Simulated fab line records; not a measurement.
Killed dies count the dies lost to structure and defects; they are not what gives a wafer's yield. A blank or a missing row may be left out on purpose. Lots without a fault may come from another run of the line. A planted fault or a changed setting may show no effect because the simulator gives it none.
Chamber matching    flow nand harc    rie diel-04 running NHARC_P_ZERO_WELL_DESCUM_13: 4 sister chambers
The step chemistry O2, time 3 s. 14 wafers are shown with their chamber, then 7 later ones without.

WAFERS, EACH WITH ITS CHAMBER
wafer   chamber  showerhead plenum p Torr (Torr)  drypump motor current A (A)  oes product au (a.u.)
L492.3  0        2.08                             5.79                         1.002
L492.4  3        1.99                             5.61                         1.003
L492.5  0        2.08                             5.73                         1.001
L497.4  0        2.07                             5.72                         1.000
L497.5  1        2.05                             5.48                         0.997
L497.6  0        2.07                             5.78                         1.004
L499.1  2        1.97                             5.61                         1.019
L499.4  1        2.05                             5.47                         0.998
L499.5  3        1.98                             5.60                         1.012
L503.2  0        2.06                             5.78                         1.013
L503.3  3        1.97                             5.65                         1.002
L503.6  2        1.97                             5.69                         1.001
L506.4  0        2.06                             5.82                         1.003
L506.5  2        1.96                             5.66                         0.998

SIGNATURES, as means of the wafers listed above
reading                   chamber 0  chamber 1  chamber 2  chamber 3  scatter within a chamber
showerhead plenum p Torr  2.0700     2.0500     1.9667     1.9800     0.00816
drypump motor current A   5.7700     5.4750     5.6533     5.6200     0.0345
oes product au            1.00383    0.99750    1.00600    1.00567    0.00656
Rule: a wafer lies at a distance from a chamber equal to the root of the sum of squares, over the readings, of (its reading less the chamber's mean, divided by the reading's scatter). The wafer belongs to the nearest chamber; if the next one is less than 2 further off, it can't be placed. The scatter: the root of (the sum of the squares of (reading less its chamber's mean) over the shown wafers, divided by (wafers less chambers)).

WAFERS MISSING THEIR CHAMBER
wafer   showerhead plenum p Torr (Torr)  drypump motor current A (A)  oes product au (a.u.)
L506.6  2.04                             5.47                         0.995
L512.3  1.96                             5.62                         1.002
L512.5  2.05                             5.78                         0.998
L512.6  1.96                             5.63                         1.004
L514.1  1.96                             5.65                         0.992
L514.2  2.04                             5.46                         0.982
L514.5  1.96                             5.68                         0.999

EACH ONE'S CHAMBER
wafer   from the rows above      in truth
L506.6  1                        1
L512.3  can't be placed: 2 or 3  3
L512.5  0                        0
L512.6  can't be placed: 2 or 3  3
L514.1  can't be placed: 2 or 3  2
L514.2  1                        1
L514.5  can't be placed: 2 or 3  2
Placed correctly: 3 of 7. Not placeable from these rows: 4 (in 4, the candidates include the true chamber). Placed wrongly: 0.
